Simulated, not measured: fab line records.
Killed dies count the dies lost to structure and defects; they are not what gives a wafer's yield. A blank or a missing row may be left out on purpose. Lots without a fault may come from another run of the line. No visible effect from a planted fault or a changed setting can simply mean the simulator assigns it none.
Split-lot experiment + flow n5 finfet + 7 lots, 21 wafers read, on a route of 1938 steps

ABOUT THE SPLIT
At N5_PASSIVATION_ETCH_54 (etches SiO2 in CHF3/O2, target depth 880 nm, time 440 s), the setting bias w was moved away from the recipe's 170 W on 9 of the 21 wafers read, by -17.2% to +15.2%. The other wafers ran this setting at the recipe's value.

The split's own step is where the reading is taken.

THE READING
rf vpp V, in V, at N5_PASSIVATION_ETCH_54 (etches SiO2 in CHF3/O2, target depth 880 nm, time 440 s). A value of 525 V with a standard deviation of 4.6 V is what fault-free wafers of this fab line usually give.

| wafer  | tool, chamber at the split | bias w as run, W | against the recipe | rf vpp V, V | against lot-mates on the recipe |
|--------|----------------------------|------------------|--------------------|-------------|---------------------------------|
| L074.2 | rie diel-05, 3             | 170              | recipe             | 527         | -                               |
| L074.3 | rie diel-05, 1             | 170              | recipe             | 530         | -                               |
| L074.6 | rie diel-05, 0             | 170              | recipe             | 523         | -                               |
| L078.4 | rie diel-06, 3             | 170              | recipe             | 532         | -                               |
| L078.5 | rie diel-06, 2             | 170              | recipe             | 521         | -                               |
| L078.6 | rie diel-06, 1             | 170              | recipe             | 525         | -                               |
| L080.1 | rie diel-04, 1             | 195.8            | +15.2%             | 589         | +59                             |
| L080.5 | rie diel-04, 3             | 170              | recipe             | 525         | -                               |
| L080.6 | rie diel-04, 0             | 170              | recipe             | 535         | -                               |
| L081.3 | rie diel-05, 2             | 170              | recipe             | 524         | -                               |
| L081.4 | rie diel-05, 1             | 170              | recipe             | 531         | -                               |
| L081.5 | rie diel-05, 0             | 141.7            | -16.6%             | 452         | -76                             |
| L089.2 | rie diel-06, 2             | 150.7            | -11.4%             | 472         | -43                             |
| L089.4 | rie diel-06, 0             | 170              | recipe             | 515         | -                               |
| L089.5 | rie diel-06, 1             | 150.7            | -11.4%             | 475         | -40                             |
| L092.1 | rie diel-06, 0             | 141.3            | -16.9%             | 447         | no lot-mate on the recipe       |
| L092.3 | rie diel-06, 1             | 141.3            | -16.9%             | 451         | no lot-mate on the recipe       |
| L092.5 | rie diel-06, 1             | 141.3            | -16.9%             | 451         | no lot-mate on the recipe       |
| L095.1 | rie diel-04, 0             | 140.7            | -17.2%             | 459         | -69                             |
| L095.2 | rie diel-04, 1             | 140.7            | -17.2%             | 454         | -74                             |
| L095.3 | rie diel-04, 3             | 170              | recipe             | 528         | -                               |

THE FIT
A straight line over all 21 wafers: rf vpp V changes by +4.34 V for each +1% of bias w; r = +0.99; the points scatter about the line by 5 V.
The same after taking each lot's own level away (the mean of its wafers on the recipe; 18 wafers): +4.08 V for each +1%; r = +0.99; scatter 4.3 V.
On that fit, the largest move of bias w shifts the reading by 70 V.
The lots' own levels span 515.0 to 530.0 V, that is 3.3 times the standard deviation above.
Hence the lot-to-lot level has little effect on the slope; both slopes agree.
Check: for one of the wafers moved furthest among these (-17.2%), held out of the fit, the line's prediction against its lot-mates is -71 V. Against them it came out at -69 V.
Tool readings at the split's step, against how far the setting was moved: rf vpp V r = +0.99.

THE WHOLE CHAIN: every reading that the file lists as answering this split, in the file's order
| step                   | what it does                                            | reading                                                                       | change (the file's fit)              | r (the file's) |
|------------------------|---------------------------------------------------------|-------------------------------------------------------------------------------|--------------------------------------|----------------|
| N5_PASSIVATION_ETCH_54 | etches SiO2 in CHF3/O2, target depth 880 nm, time 440 s | rf vpp V                                                                      | +4.14 V for each +1% of the setting  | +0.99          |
| N5_PASSIVATION_ETCH_54 | etches SiO2 in CHF3/O2, target depth 880 nm, time 440 s | etch.depth nm (the simulator's own value, which no gauge read)                | +2.93 nm for each +1% of the setting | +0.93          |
| N5_PASSIVATION_ETCH_54 | etches SiO2 in CHF3/O2, target depth 880 nm, time 440 s | PASSIVATION.feature depth nm (the simulator's own value, which no gauge read) | +2.93 nm for each +1% of the setting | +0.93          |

THE FILE'S OWN FIT
rf vpp V changes by +4.14 V for each +1% of bias w, r = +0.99.
